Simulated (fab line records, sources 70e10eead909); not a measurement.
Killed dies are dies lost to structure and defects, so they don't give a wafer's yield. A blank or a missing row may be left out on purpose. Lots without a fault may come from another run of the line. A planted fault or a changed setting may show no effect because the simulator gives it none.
fab line records | flow nand_harc | part 1 of 2: steps 1 to 26 of 36
record lots=5 wafers=15 last_day=30
route steps=1302 shown HYBRID_BOND@1240 THIN_TSV@1244
lots that met no fault: from a run of the same line without faults
start_h: hours from the record's first day to the start of the lot's first wafer shown | wait_h: hours since the lot's step before | " the same as in the row above | L1.1+2: a row that stands for several wafers | - no value, or no start given | * or withheld: withheld | < > ~ a bound
route shown NAME@n: a module of which the file shows steps, and the number in the route of the first | usual: mean/standard deviation of fault-free wafers | same: alike in all rows | chamber/n: place in a boat | sites: the reading at each site | _std_site: their standard deviation | _edge_site: outer sites' mean less inner sites' | radius_mm: how far each site lies from the wafer's centre | mask NAME#n: copy n | behind: the tool/chamber that last shaped the wafer | hold: why the lot was held/for how many hours/how that ended | device: the transistor (n, p or np) that didn't switch | end of line: the same wafers' tests at the end of the route | a step without rows: its recipe alone | killed: dies lost to structure and defects at the first sort, not the wafer's yield | map: a wafer's dies, x killed, . not, _ none there
set.NAME: the setting as run; set.NAME@STEP: as run at that earlier step | model.NAME: the simulator's own value behind a step, which no gauge read
lots at some steps of the route; a table a step, a row a wafer
services: from which hour (start_h, from the record's first day; less than 0 if before it) a tool's chamber was out of use, for how many hours, and why
## steps
# step NHARC_HYBRID_BOND_BOND_03
# recipe temp_c=25
# columns lot.wafer tool chamber start_h wait_h
L076.1+3+6 wafer_bonder-01 0 558.13 -
L082.3+4+5 wafer_bonder-01 0 627.95 -
L085.1+2+4 wafer_bonder-01 0 632.86 -
L086.1+4+6 wafer_bonder-01 0 646.63 -
L089.2+3+4 wafer_bonder-01 0 684.38 -
# step NHARC_HYBRID_BOND_ANNEAL_04
# recipe temp_c=300 time_s=7200 ramp_up_c_per_min=5 ramp_down_c_per_min=3 idle_temp_c=100 pressure_atm=1
# usual zone_power_bottom_pct=4.0/0.3
# columns lot.wafer tool chamber start_h wait_h zone_power_bottom_pct
L076.1 furnace-01 0 560.38 2.1 4.1
L076.3 " 0 " " 4.0
L076.6 " 0 " " 4.0
L082.3 furnace-01 0 631.73 3.6 4.1
L082.4 " 0 " " 4.1
L082.5 " 0 " " 4.1
L085.1 furnace-08 0 638.23 5.2 4.3
L085.2 " 0 " " 4.2
L085.4 " 0 " " 4.2
L086.1 furnace-02 0 652.78 6.0 3.4
L086.4 " 0 " " 3.4
L086.6 " 0 " " 3.4
L089.2 furnace-02 0 690.54 6.0 3.4
L089.3 " 0 " " 3.4
L089.4 " 0 " " 3.3
# step NHARC_HYBRID_BOND_OVL_MEAS_05
# usual overlay_x_nm=-1/34 overlay_y_nm=0/32
# columns lot.wafer tool chamber start_h wait_h overlay_x_nm overlay_y_nm
L076.1 overlay-02 - 565.10 0.4 13 16
L076.3 " - " " -38 -31
L076.6 " - " " -43 -56
L082.3 overlay-01 - 636.51 0.4 -11 23
L082.4 " - " " 17 14
L082.5 " - " " 62 24
L085.1 overlay-02 - 642.90 0.4 6 -5
L085.2 " - " " -3 -30
L085.4 " - " " -28 -28
L086.1 overlay-01 - 657.48 0.4 -1 30
L086.4 " - " " -3 -54
L086.6 " - " " -65 -17
L089.2 overlay-02 - 695.26 0.4 -7 -29
L089.3 " - " " 32 35
L089.4 " - " " 4 -9
# step NHARC_HYBRID_BOND_INSPECT_06
# recipe inspect_instrument=ir_void
# usual raw_defect_count=93/44
# columns lot.wafer tool chamber start_h wait_h raw_defect_count
L076.1 defect_inspect-01 - 565.15 0.0 115
L076.3 " - " " 111
L076.6 " - " " 133
L082.3 defect_inspect-01 - 636.56 0.1 129
L082.4 " - " " 126
L082.5 " - " " 146
L085.1 defect_inspect-02 - 642.95 0.0 72
L085.2 " - " " 88
L085.4 " - " " 80
L086.1 defect_inspect-01 - 657.53 0.0 41
L086.4 " - " " 31
L086.6 " - " " 57
L089.2 defect_inspect-02 - 695.31 0.1 105
L089.3 " - " " 113
L089.4 " - " " 119
# step NHARC_THIN_TSV_GRIND_00
# recipe target_thk_um=6
# usual motor_current_A=12.000/0.022 slurry_flow_ml_min=149.9/0.46
# columns lot.wafer tool chamber start_h wait_h motor_current_A slurry_flow_ml_min
L076.1 grinder-01 0 566.51 1.3 12.019 149.9
L076.3 " 0 " " 11.989 150.1
L076.6 " 0 " " 12.005 150.2
L082.3 grinder-01 0 638.30 1.7 11.995 150.9
L082.4 " 0 " " 11.963 150.2
L082.5 " 0 " " 12.036 150.0
L085.1 grinder-01 0 643.10 0.1 11.998 150.6
L085.2 " 0 " " 11.970 150.5
L085.4 " 0 " " 11.998 150.9
L086.1 grinder-01 0 657.68 0.2 12.002 149.7
L086.4 " 0 " " 11.957 150.3
L086.6 " 0 " " 11.998 150.3
L089.2 grinder-01 0 695.66 0.3 12.010 149.1
L089.3 " 0 " " 12.025 149.3
L089.4 " 0 " " 11.982 150.3
# step NHARC_THIN_TSV_CMP_01
# recipe target_thk_um=3
# usual motor_current_A=12.4/1.1 retaining_ring_pressure_frac=1.000/0.0048 slurry_flow_ml_min=150.0/0.43
# columns lot.wafer tool chamber start_h wait_h motor_current_A retaining_ring_pressure_frac slurry_flow_ml_min
L076.3 cmp-02 2 567.75 0.6 10.9 0.993 150.3
L076.1 " 1 " " 11.8 1.000 150.0
L076.6 " 2 " " 11.9 0.998 150.6
L082.3 cmp-01 3 639.13 0.6 13.6 0.998 150.3
L082.4 " 1 " " 13.1 0.992 149.7
L082.5 " 0 " " 13.1 1.001 149.9
L085.1 cmp-03 0 644.34 1.0 10.7 0.995 150.2
L085.2 " 2 " " 10.2 1.013 149.9
L085.4 " 3 " " 12.5 1.000 150.4
L086.4 cmp-02 0 658.90 0.4 13.5 0.997 149.8
L086.1 " 3 " " 13.6 1.005 150.2
L086.6 " 0 " " 12.7 1.000 149.2
L089.4 cmp-01 0 696.71 0.5 12.0 0.994 150.4
L089.2 " 1 " " 13.0 1.001 149.9
L089.3 " 2 " " 14.1 0.997 149.2
# step NHARC_THIN_TSV_THK_MEAS_02
# recipe thk_meas_gauge=ir
# usual thk_nm=3000/220
# columns lot.wafer tool chamber start_h wait_h thk_nm
L076.1 film_metro-02 - 568.01 - 3260
L076.3 " - " " 3054
L076.6 " - " " 2718
L082.3 film_metro-02 - 639.39 0.2 3156
L082.4 " - " " 3259
L082.5 " - " " 3038
L085.1 film_metro-01 - 644.60 0.2 3152
L085.2 " - " " 3031
L085.4 " - " " 3265
L086.1 film_metro-01 - 659.16 - 3072
L086.4 " - " " 2900
L086.6 " - " " 3306
L089.2 film_metro-01 - 696.95 0.2 3144
L089.3 " - " " 3213
L089.4 " - " " 3041
# step NHARC_THIN_TSV_SRD_03
# columns lot.wafer tool chamber start_h wait_h
L076.6+1+3 wet_bench-08 4,7,1 568.05 0.0
L082.3+4+5 wet_bench-08 6,7,1 639.44 0.0
L085.1+2+4 wet_bench-08 2,5,6 644.65 0.0
L086.1+6+4 wet_bench-10 3,4,6 659.20 0.0
L089.2+4+3 wet_bench-08 1,2,5 696.99 0.0
# step NHARC_THIN_TSV_PRECLEAN_41
# recipe time_s=* temp_c=50 bath_age_min=0 chemistry=SC1
# columns lot.wafer tool chamber start_h wait_h
L076.6+1+3 wet_bench-08 4,7,1 568.07 0.0
L082.3+4+5 wet_bench-08 6,7,1 639.46 0.0
L085.1+2+4 wet_bench-08 2,5,6 644.67 0.0
L086.1+6+4 wet_bench-10 3,4,6 659.23 0.0
L089.2+4+3 wet_bench-08 1,2,5 697.02 0.0
# step NHARC_THIN_TSV_SRD_42
# columns lot.wafer tool chamber start_h wait_h
L076.6+1+3 wet_bench-08 4,7,1 - -
L082.3+4+5 wet_bench-08 6,7,1 - -
L085.1+2+4 wet_bench-08 2,5,6 - -
L086.1+6+4 wet_bench-10 3,4,6 - -
L089.2+4+3 wet_bench-08 1,2,5 - -
# step NHARC_THIN_TSV_DEP_43
# recipe target_thk_a=13285 temp_c=withheld pressure_torr=6.5 rf_w=900 teos_flow_sccm=161.4 flow_sccm=2650 target_thk_nm=1328.5 gas=O2 material=SiO2
# usual chamber_pressure_Torr=6.502/0.014 throttle_valve_pct=15.7/0.5
# columns lot.wafer tool chamber start_h wait_h chamber_pressure_Torr throttle_valve_pct
L076.3 pecvd-02 0 568.23 - 6.517 14.7
L076.1 " 2 " " 6.517 16.6
L076.6 " 2 " " 6.528 16.5
L082.3 pecvd-02 1 639.70 - 6.522 15.5
L082.5 " 2 " " 6.524 16.0
L082.4 " 0 " " 6.485 14.7
L085.1 pecvd-02 1 644.83 - 6.486 15.7
L085.2 " 2 " " 6.484 16.0
L085.4 " 1 " " 6.482 15.3
L086.1 pecvd-02 0 659.38 - 6.520 14.8
L086.4 " 0 " " 6.505 15.0
L086.6 " 2 " " 6.506 16.4
L089.2 pecvd-04 1 697.22 - 6.486 15.2
L089.3 " 2 " " 6.508 15.5
L089.4 " 1 " " 6.516 15.1
# step NHARC_THIN_TSV_DEHYDRATE_04
# recipe temp_c=150 time_s=120
# usual resist_line_temp_C=22.99/0.1
# columns lot.wafer tool chamber start_h wait_h resist_line_temp_C
L076.1 litho_track-02 0 568.63 - 22.99
L076.3 " 0 " " 23.15
L076.6 " 0 " " 23.08
L082.3 litho_track-03 0 640.02 - 23.09
L082.4 " 0 " " 22.97
L082.5 " 0 " " 23.17
L085.1 litho_track-05 0 645.23 - 22.89
L085.2 " 0 " " 22.82
L085.4 " 0 " " 22.83
L086.1 litho_track-02 0 659.79 - 23.05
L086.4 " 0 " " 22.98
L086.6 " 0 " " 22.92
L089.2 litho_track-05 0 697.58 - 22.96
L089.3 " 0 " " 22.69
L089.4 " 0 " " 22.93
# step NHARC_THIN_TSV_HMDS_05
# recipe time_s=30
# usual resist_line_temp_C=23.00/0.097
# columns lot.wafer tool chamber start_h wait_h resist_line_temp_C
L076.1 litho_track-02 0 - - 22.96
L076.3 " 0 " " 22.95
L076.6 " 0 " " 22.96
L082.3 litho_track-03 0 - - 23.04
L082.4 " 0 " " 23.11
L082.5 " 0 " " 23.07
L085.1 litho_track-05 0 - - 23.06
L085.2 " 0 " " 23.11
L085.4 " 0 " " 23.13
L086.1 litho_track-02 0 - - 23.01
L086.4 " 0 " " 22.98
L086.6 " 0 " " 22.92
L089.2 litho_track-05 0 - - 23.03
L089.3 " 0 " " 22.97
L089.4 " 0 " " 22.98
# step NHARC_THIN_TSV_COAT_06
# recipe spin_rpm=*
# usual resist_line_temp_C=22.99/0.11
# columns lot.wafer tool chamber start_h wait_h resist_line_temp_C
L076.1 litho_track-02 0 - - 23.08
L076.3 " 0 " " 23.04
L076.6 " 0 " " 22.82
L082.3 litho_track-03 0 - - 22.82
L082.4 " 0 " " 22.93
L082.5 " 0 " " 22.84
L085.1 litho_track-05 0 - - 22.95
L085.2 " 0 " " 22.98
L085.4 " 0 " " 23.09
L086.1 litho_track-02 0 - - 22.94
L086.4 " 0 " " 22.94
L086.6 " 0 " " 23.00
L089.2 litho_track-05 0 - - 22.98
L089.3 " 0 " " 23.04
L089.4 " 0 " " 22.98
# step NHARC_THIN_TSV_SOFTBAKE_07
# recipe temp_c=122 time_s=95
# usual resist_line_temp_C=23.00/0.1
# columns lot.wafer tool chamber start_h wait_h resist_line_temp_C
L076.1 litho_track-02 0 - - 22.85
L076.3 " 0 " " 22.89
L076.6 " 0 " " 22.86
L082.3 litho_track-03 0 - - 22.96
L082.4 " 0 " " 23.05
L082.5 " 0 " " 23.14
L085.1 litho_track-05 0 - - 22.92
L085.2 " 0 " " 22.76
L085.4 " 0 " " 22.86
L086.1 litho_track-02 0 - - 22.85
L086.4 " 0 " " 23.03
L086.6 " 0 " " 22.96
L089.2 litho_track-05 0 - - 23.18
L089.3 " 0 " " 23.16
L089.4 " 0 " " 23.21
# step NHARC_THIN_TSV_EBR_08
# usual resist_line_temp_C=23.01/0.11
# columns lot.wafer tool chamber start_h wait_h resist_line_temp_C
L076.1 litho_track-02 0 - - 22.82
L076.3 " 0 " " 22.83
L076.6 " 0 " " 22.83
L082.3 litho_track-03 0 - - 22.92
L082.4 " 0 " " 23.03
L082.5 " 0 " " 23.16
L085.1 litho_track-05 0 - - 22.91
L085.2 " 0 " " 23.00
L085.4 " 0 " " 22.97
L086.1 litho_track-02 0 - - 22.96
L086.4 " 0 " " 22.72
L086.6 " 0 " " 22.96
L089.2 litho_track-05 0 - - 23.09
L089.3 " 0 " " 23.05
L089.4 " 0 " " 23.19
# step NHARC_THIN_TSV_EXPOSE_09
# recipe na=0.55 dose_mj=30.7 mask_id=TSV
# columns lot.wafer tool chamber start_h wait_h mask
L076.1+3+6 krf_scanner-01 0 568.78 - TSV#0
L082.3+4+5 krf_scanner-03 0 640.18 - TSV#0
L085.1+2+4 krf_scanner-03 0 645.38 - TSV#0
L086.1+4+6 krf_scanner-02 0 659.93 - TSV#0
L089.2+3+4 krf_scanner-03 0 697.73 - TSV#0
# step NHARC_THIN_TSV_PEB_10
# recipe peb_temp_c=118 peb_time_s=85
# usual resist_line_temp_C=23.00/0.11
# columns lot.wafer tool chamber start_h wait_h resist_line_temp_C
L076.1 litho_track-03 0 568.84 0.1 23.05
L076.3 " 0 " " 23.00
L076.6 " 0 " " 23.01
L082.3 litho_track-05 0 640.23 0.1 23.09
L082.4 " 0 " " 22.83
L082.5 " 0 " " 22.86
L085.1 litho_track-03 0 645.44 0.1 22.99
L085.2 " 0 " " 22.81
L085.4 " 0 " " 23.00
L086.1 litho_track-02 0 660.00 0.1 23.14
L086.4 " 0 " " 23.13
L086.6 " 0 " " 23.16
L089.2 litho_track-05 0 697.79 0.1 23.07
L089.3 " 0 " " 23.08
L089.4 " 0 " " 23.00
# step NHARC_THIN_TSV_DEVELOP_11
# recipe time_s=70
# usual resist_line_temp_C=22.97/0.098
# columns lot.wafer tool chamber start_h wait_h resist_line_temp_C
L076.1 litho_track-03 0 - - 22.91
L076.3 " 0 " " 23.02
L076.6 " 0 " " 23.01
L082.3 litho_track-05 0 - - 22.94
L082.4 " 0 " " 22.90
L082.5 " 0 " " 22.89
L085.1 litho_track-03 0 - - 23.06
L085.2 " 0 " " 22.89
L085.4 " 0 " " 23.12
L086.1 litho_track-02 0 - - 22.99
L086.4 " 0 " " 22.97
L086.6 " 0 " " 22.89
L089.2 litho_track-05 0 - - 22.94
L089.3 " 0 " " 22.99
L089.4 " 0 " " 23.04
# step NHARC_THIN_TSV_CD_MEAS_12
# recipe target_cd_nm=1000 landing_energy_ev=500
# usual cd_nm=1000.5/1.7
# same landing_energy_ev=500
# columns lot.wafer tool chamber start_h wait_h cd_nm
L076.1 cd_sem-03 0 568.93 - 999.7
L076.3 " 0 " " 1001.1
L076.6 " 0 " " 999.6
L082.3 cd_sem-03 0 640.33 - 1000.7
L082.4 " 0 " " 999.4
L082.5 " 0 " " 997.4
L085.1 cd_sem-01 0 645.53 - 997.6
L085.2 " 0 " " 999.1
L085.4 " 0 " " 997.7
L086.1 cd_sem-01 0 660.09 - 1003.8
L086.4 " 0 " " 1001.7
L086.6 " 0 " " 1003.6
L089.2 cd_sem-03 0 697.88 - 1002.2
L089.3 " 0 " " 1000.2
L089.4 " 0 " " 1002.6
# step NHARC_THIN_TSV_HARDBAKE_13
# recipe temp_c=125 time_s=80
# usual resist_line_temp_C=22.98/0.11
# columns lot.wafer tool chamber start_h wait_h resist_line_temp_C
L076.1 litho_track-03 0 569.01 - 23.03
L076.3 " 0 " " 23.12
L076.6 " 0 " " 22.85
L082.3 litho_track-02 0 640.41 - 23.01
L082.4 " 0 " " 22.95
L082.5 " 0 " " 22.94
L085.1 litho_track-02 0 645.61 - 23.08
L085.2 " 0 " " 22.83
L085.4 " 0 " " 22.82
L086.1 litho_track-03 0 660.17 - 22.98
L086.4 " 0 " " 22.92
L086.6 " 0 " " 22.97
L089.2 litho_track-02 0 697.96 - 22.92
L089.3 " 0 " " 22.86
L089.4 " 0 " " 22.78
# step NHARC_THIN_TSV_DESCUM_14
# recipe time_s=3 o2_flow_sccm=200 ar_flow_sccm=0 bias_power_w=0 chemistry=O2
# usual drypump_motor_current_A=5.5/0.37 oes_product_au=0.999/0.0083 rf_vpp_V=57.8/0.89 showerhead_plenum_p_Torr=1.91/0.11 throttle_valve_pct=11.312/0.0087
# columns lot.wafer tool chamber start_h wait_h drypump_motor_current_A oes_product_au rf_hours_counter_h rf_vpp_V showerhead_plenum_p_Torr throttle_valve_pct
L076.1 rie_diel-13 3 569.10 - 6.2 1.004 3.3 56.9 1.78 11.331
L076.3 " 1 " " 5.4 1.008 3.1 57.5 1.79 11.312
L076.6 " 3 " " 6.2 1.009 - 57.1 1.79 11.312
L082.4 rie_diel-02 3 640.48 - 5.8 0.997 3.5 57.0 2.06 11.324
L082.3 " 1 " " 5.2 1.002 2.8 58.3 1.99 11.317
L082.5 " 3 " " 5.8 0.982 - 58.0 2.06 11.295
L085.1 rie_diel-02 1 645.71 - 5.2 0.992 3.5 58.3 1.99 11.321
L085.2 " 3 " " 5.8 0.996 4.0 57.8 2.06 11.311
L085.4 " 0 " " 5.1 0.989 - 58.4 2.01 11.312
L086.1 rie_diel-02 1 660.25 - 5.2 0.988 5.0 57.9 1.99 11.316
L086.4 " 3 " " 5.8 0.993 5.5 57.1 2.06 11.301
L086.6 " 1 " " 5.2 0.999 - 57.5 1.99 11.309
L089.4 rie_diel-03 0 698.03 - 5.3 1.001 2.7 57.6 1.77 11.322
L089.2 " 1 " " 6.1 1.002 2.9 57.5 1.99 11.305
L089.3 " 2 " " 5.5 1.005 2.9 57.4 1.84 11.311
# step NHARC_THIN_TSV_ETCH_44
# recipe target_depth_a=15942 time_s=797.1 cf4_flow_sccm=150 o2_flow_sccm=10 ar_flow_sccm=0 rf_w=300 bias_w=800 chemistry=CF4/O2
# usual bias_w=800.1/2.2 drypump_motor_current_A=5.5/0.39 oes_product_au=0.998/0.0091 rf_vpp_V=794/6 showerhead_plenum_p_Torr=1.83/0.096 throttle_valve_pct=16.914/0.009
# columns lot.wafer tool chamber start_h wait_h bias_w drypump_motor_current_A oes_product_au rf_hours_counter_h rf_vpp_V showerhead_plenum_p_Torr throttle_valve_pct
L076.1 rie_diel-13 3 569.24 0.1 797.6 6.2 0.993 3.4 789 1.72 16.903
L076.3 " 1 " " 801.2 5.4 1.000 3.2 787 1.73 16.919
L076.6 " 3 " " 800.2 6.2 1.003 - 787 1.72 16.913
L082.3 rie_diel-02 1 640.57 0.1 799.4 5.2 0.988 2.9 800 1.90 16.905
L082.4 " 2 " " 798.0 5.7 1.005 3.3 799 1.93 16.924
L082.5 " 2 " " 798.5 5.7 1.007 - 800 1.93 16.906
L085.1 rie_diel-02 3 645.80 0.1 803.2 5.8 0.996 4.1 802 1.96 16.916
L085.2 " 1 " " 800.9 5.3 0.998 3.6 800 1.90 16.901
L085.4 " 1 " " 804.0 5.2 0.994 - 799 1.90 16.909
L086.4 rie_diel-02 1 660.39 0.1 804.7 5.2 0.988 5.1 798 1.90 16.917
L086.1 " 2 " " 799.5 5.7 0.990 3.7 800 1.93 16.926
L086.6 " 1 " " 798.7 5.2 0.995 - 800 1.90 16.910
L089.3 rie_diel-03 1 698.12 0.1 800.6 6.1 0.986 3.0 798 1.90 16.919
L089.4 " 2 " " 797.7 5.5 1.001 3.0 791 1.77 16.907
L089.2 " 3 " " 800.1 5.8 1.015 2.8 787 1.71 16.917
# step NHARC_THIN_TSV_ETCH_15
# recipe target_depth_a=30000 bosch_target_overetch_cycles=2 bosch_etch_step_s=2.8 bosch_dep_step_s=1.2 bosch_cycles=14
# usual drypump_motor_current_A=5.8/0.53
# columns lot.wafer tool chamber start_h wait_h drypump_motor_current_A rf_hours_counter_h
L076.1 rie_si-05 0 569.76 - 5.3 0.59
L076.3 " 2 " " 5.4 0.48
L076.6 " 3 " " 5.6 -
L082.3 rie_si-05 1 641.13 - 6.8 0.80
L082.4 " 0 " " 5.2 0.93
L082.5 " 1 " " 6.8 -
L085.1 rie_si-05 1 646.48 - 6.8 0.84
L085.2 " 3 " " 5.6 1.02
L085.4 " 2 " " 5.4 -
L086.1 rie_si-01 3 660.93 - 5.9 0.55
L086.4 " 2 " " 5.8 -
L086.6 " 3 " " 5.9 -
L089.2 rie_si-05 0 698.70 - 5.3 0.22
L089.3 " 1 " " 6.8 0.21
L089.4 " 2 " " 5.4 0.15
# step NHARC_THIN_TSV_CD_MEAS_16
# usual cd_nm=1000.5/1.8
# columns lot.wafer tool chamber start_h wait_h cd_nm
L076.1 cd_sem-01 - 569.89 0.1 999.6
L076.3 " - " " 1001.0
L076.6 " - " " 998.6
L082.3 cd_sem-03 - 641.28 0.1 1000.5
L082.4 " - " " 999.6
L082.5 " - " " 997.8
L085.1 cd_sem-01 - 646.65 0.2 997.2
L085.2 " - " " 999.4
L085.4 " - " " 997.9
L086.1 cd_sem-02 - 661.08 0.1 1003.9
L086.4 " - " " 1001.5
L086.6 " - " " 1003.1
L089.2 cd_sem-02 - 698.84 0.1 1001.6
L089.3 " - " " 1000.2
L089.4 " - " " 1001.5
# step NHARC_THIN_TSV_STRIP_45
# recipe power_w=1500 temp_c=250 chemistry=O2
# usual drypump_motor_current_A=5.5/0.53 heater_power_w=342/14
# columns lot.wafer tool chamber start_h wait_h drypump_motor_current_A heater_power_w rf_hours_counter_h
L076.1 plasma_asher-01 0 569.97 0.1 5.7 323 7
L076.3 " 1 " " 6.1 359 -
L076.6 " 1 " " 6.2 362 -
L082.3 plasma_asher-02 1 641.44 0.2 5.2 330 -
L082.4 " 0 " " 4.8 343 -
L082.5 " 0 " " 4.7 346 -
L085.1 plasma_asher-01 1 646.72 0.1 6.1 368 24
L085.2 " 0 " " 5.7 331 24
L085.4 " 0 " " 5.7 327 -
L086.1 plasma_asher-01 1 661.38 0.3 6.2 363 27
L086.4 " 0 " " 5.7 334 -
L086.6 " 1 " " 6.2 359 -
L089.2 plasma_asher-02 0 698.95 0.1 4.8 342 17
L089.3 " 1 " " 5.2 327 -
L089.4 " 0 " " 4.8 349 -
